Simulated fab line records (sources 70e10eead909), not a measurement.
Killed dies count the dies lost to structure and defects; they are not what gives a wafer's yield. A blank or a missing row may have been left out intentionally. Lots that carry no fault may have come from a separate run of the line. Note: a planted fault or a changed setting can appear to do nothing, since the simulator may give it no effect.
Which tool was responsible? | flow nand harc | 18 wafers from 6 lots sampled at 5 of the route's 1302 steps

WHAT THE GAUGES READ, wafer by wafer
NHARC_END_SORT_01.
lot | measured | on | defect limited yield (%)

WHICH TOOL RAN EACH LOT (tool, then ch and the chambers of the sampled wafers, then the start)
lot  | NHARC_P_M1_DEP_00               | NHARC_THIN_TSV_STRIP_45              | NHARC_THIN_TSV_DEP_47           | NHARC_THIN_TSV_PVD_19
L758 | pecvd-04 ch 0,1, day 6 21:14    | plasma asher-01 ch 0,1, day 24 04:49 | pecvd-04 ch 1,2, day 24 05:40   | pvd sputter-03, no start
L757 | pecvd-02 ch 1,2, day 7 14:43    | plasma asher-02 ch 0,1, day 25 02:23 | pecvd-02 ch 0,1, day 25 03:05   | pvd sputter-03, no start
L761 | pecvd-04 ch 0,1, day 8 09:06    | plasma asher-01 ch 0,1, day 26 08:02 | pecvd-03 ch 0,1,2, day 26 08:50 | pvd sputter-01, no start
L763 | pecvd-02 ch 0,1,2, day 9 06:49  | plasma asher-02 ch 0,1, day 26 23:48 | pecvd-03 ch 1,2, day 27 00:36   | pvd sputter-03, no start
L774 | pecvd-03 ch 0,1,2, day 13 10:34 | plasma asher-01 ch 0,1, day 31 05:42 | pecvd-04 ch 0,1,2, day 31 06:32 | pvd sputter-01, no start
L776 | pecvd-02 ch 0,1,2, day 14 09:29 | plasma asher-01 ch 0,1, day 31 21:52 | pecvd-03 ch 0,1, day 31 22:43   | pvd sputter-03, no start
- NHARC_P_M1_DEP_00: deposits SiOC, target thk 182.5 nm.
- NHARC_THIN_TSV_STRIP_45: strips in O2.
- NHARC_THIN_TSV_DEP_47: deposits SiO2, target thk 200 nm.
- NHARC_THIN_TSV_PVD_19: deposits TaN, target thk 20 nm.

THE ANSWER, worked out from the rows above alone
Rule: the lots themselves supply what counts as usual. The widest of any qualifying gaps counts: lots, ordered by their means at a reading, are off when they make up no more than a third of the lots, leave a main group of 4 or more, and stand apart from it by 3 or more times the standard deviation of that group's means. A main group is skipped when, at the precision printed for the reading in the tables above, its means are all equal. Also off: a lot with no number at a reading for which 4 or more lots have one. All remaining lots with rows at the step are treated as sound.
Across all readings shown, no lot is off: no conclusion can be drawn from this.

WHAT THE SIMULATOR HAD INSERTED
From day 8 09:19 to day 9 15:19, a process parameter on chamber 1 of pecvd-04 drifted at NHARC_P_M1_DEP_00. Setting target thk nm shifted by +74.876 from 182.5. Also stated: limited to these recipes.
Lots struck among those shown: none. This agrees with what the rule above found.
